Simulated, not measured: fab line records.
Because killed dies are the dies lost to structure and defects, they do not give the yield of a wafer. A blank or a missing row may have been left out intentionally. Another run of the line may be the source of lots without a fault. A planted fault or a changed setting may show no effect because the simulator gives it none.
Lot-split experiment || flow n5-finfet || 7 lots, 21 wafers read, on a route of 1938 steps

== ON THE SPLIT ==
At N5_BEOL_M10_TRENCH_ETCH_37 (etches SiCOH lowk in C4F6/O2, target depth 148.83 nm, time 48 s), the setting bias-w was moved away from the recipe's 185 W on 8 of the 21 wafers read, by +5.1% to +17.8%. The other wafers ran this setting at the recipe's value.

The reading is taken at the split's own step.

== THE READING ==
rf-vpp-V, in V, at N5_BEOL_M10_TRENCH_ETCH_37 (etches SiCOH lowk in C4F6/O2, target depth 148.83 nm, time 48 s). A value of 664 V with a standard deviation of 12 V is what fault-free wafers of this fab line usually give.

{"wafer": "L079.3", "tool, chamber at the split": "rie-diel-02, 2", "bias-w as run, W": 185, "against the recipe": "recipe", "rf-vpp-V, V": 662, "against lot-mates on the recipe": "-"}
{"wafer": "L079.4", "tool, chamber at the split": "rie-diel-02, 0", "bias-w as run, W": 185, "against the recipe": "recipe", "rf-vpp-V, V": 674, "against lot-mates on the recipe": "-"}
{"wafer": "L079.6", "tool, chamber at the split": "rie-diel-02, 2", "bias-w as run, W": 208.9, "against the recipe": "+12.9%", "rf-vpp-V, V": 729, "against lot-mates on the recipe": "+61"}
{"wafer": "L075.2", "tool, chamber at the split": "rie-diel-02, 2", "bias-w as run, W": 194.4, "against the recipe": "+5.1%", "rf-vpp-V, V": 688, "against lot-mates on the recipe": "+15"}
{"wafer": "L075.3", "tool, chamber at the split": "rie-diel-02, 0", "bias-w as run, W": 185, "against the recipe": "recipe", "rf-vpp-V, V": 673, "against lot-mates on the recipe": "-"}
{"wafer": "L075.6", "tool, chamber at the split": "rie-diel-02, 0", "bias-w as run, W": 194.4, "against the recipe": "+5.1%", "rf-vpp-V, V": 702, "against lot-mates on the recipe": "+29"}
{"wafer": "L081.1", "tool, chamber at the split": "rie-diel-02, 3", "bias-w as run, W": 185, "against the recipe": "recipe", "rf-vpp-V, V": 654, "against lot-mates on the recipe": "-"}
{"wafer": "L081.2", "tool, chamber at the split": "rie-diel-02, 0", "bias-w as run, W": 185, "against the recipe": "recipe", "rf-vpp-V, V": 675, "against lot-mates on the recipe": "-"}
{"wafer": "L081.4", "tool, chamber at the split": "rie-diel-02, 1", "bias-w as run, W": 185, "against the recipe": "recipe", "rf-vpp-V, V": 658, "against lot-mates on the recipe": "-"}
{"wafer": "L088.1", "tool, chamber at the split": "rie-diel-03, 1", "bias-w as run, W": 196.5, "against the recipe": "+6.2%", "rf-vpp-V, V": 694, "against lot-mates on the recipe": "+44"}
{"wafer": "L088.2", "tool, chamber at the split": "rie-diel-03, 0", "bias-w as run, W": 185, "against the recipe": "recipe", "rf-vpp-V, V": 658, "against lot-mates on the recipe": "-"}
{"wafer": "L088.4", "tool, chamber at the split": "rie-diel-03, 2", "bias-w as run, W": 185, "against the recipe": "recipe", "rf-vpp-V, V": 642, "against lot-mates on the recipe": "-"}
{"wafer": "L091.2", "tool, chamber at the split": "rie-diel-02, 0", "bias-w as run, W": 185, "against the recipe": "recipe", "rf-vpp-V, V": 673, "against lot-mates on the recipe": "-"}
{"wafer": "L091.4", "tool, chamber at the split": "rie-diel-02, 2", "bias-w as run, W": 218, "against the recipe": "+17.8%", "rf-vpp-V, V": 753, "against lot-mates on the recipe": "+80"}
{"wafer": "L091.6", "tool, chamber at the split": "rie-diel-02, 1", "bias-w as run, W": 218, "against the recipe": "+17.8%", "rf-vpp-V, V": 751, "against lot-mates on the recipe": "+78"}
{"wafer": "L095.1", "tool, chamber at the split": "rie-diel-02, 2", "bias-w as run, W": 185, "against the recipe": "recipe", "rf-vpp-V, V": 661, "against lot-mates on the recipe": "-"}
{"wafer": "L095.3", "tool, chamber at the split": "rie-diel-02, 0", "bias-w as run, W": 185, "against the recipe": "recipe", "rf-vpp-V, V": 672, "against lot-mates on the recipe": "-"}
{"wafer": "L095.4", "tool, chamber at the split": "rie-diel-02, 3", "bias-w as run, W": 185, "against the recipe": "recipe", "rf-vpp-V, V": 665, "against lot-mates on the recipe": "-"}
{"wafer": "L096.4", "tool, chamber at the split": "rie-diel-03, 1", "bias-w as run, W": 201.2, "against the recipe": "+8.8%", "rf-vpp-V, V": 708, "against lot-mates on the recipe": "+45"}
{"wafer": "L096.5", "tool, chamber at the split": "rie-diel-03, 3", "bias-w as run, W": 201.2, "against the recipe": "+8.8%", "rf-vpp-V, V": 725, "against lot-mates on the recipe": "+62"}
{"wafer": "L096.6", "tool, chamber at the split": "rie-diel-03, 1", "bias-w as run, W": 185, "against the recipe": "recipe", "rf-vpp-V, V": 663, "against lot-mates on the recipe": "-"}

THE FIT
A straight line over all 21 wafers: rf-vpp-V changes by +5.1 V for each +1% of bias-w; r = +0.96; the points scatter about the line by 9 V.
The same after taking each lot's own level away (the mean of its wafers on the recipe; 21 wafers): +4.72 V for each +1%; r = +0.96; scatter 8.3 V.
On that fit, the largest move of bias-w shifts the reading by 84 V.
The lots' own levels span 650.0 to 673.0 V, that is 1.9 times the standard deviation above.
So the lot-to-lot level changes the slope little: the two slopes agree.
Check: +87.9 V against its lot-mates is what the line predicts for one of the wafers moved furthest among these (+17.8%) when that wafer is left out of the fit. Against them it came out at +80 V.
Tool readings at the split's step, against how far the setting was moved: rf-vpp-V r = +0.96.

== THESE WAFERS: OTHER SPLITS ==
Other splits were also applied to these wafers ahead of the reading. Each is held against what the fit with the lots' levels taken away leaves over:
{"other split on the same wafers": "N5_BEOL_M8_PEB_09 peb-time-s", "wafers away from the commonest value": 5, "r with rf-vpp-V (lot level and that fit taken away)": "+0.19"}
{"other split on the same wafers": "N5_BEOL_M10_PEB_26 peb-time-s", "wafers away from the commonest value": 8, "r with rf-vpp-V (lot level and that fit taken away)": "+0.15"}

== FILE'S OWN FIT ==
rf-vpp-V changes by +4.86 V for each +1% of bias-w, r = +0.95.
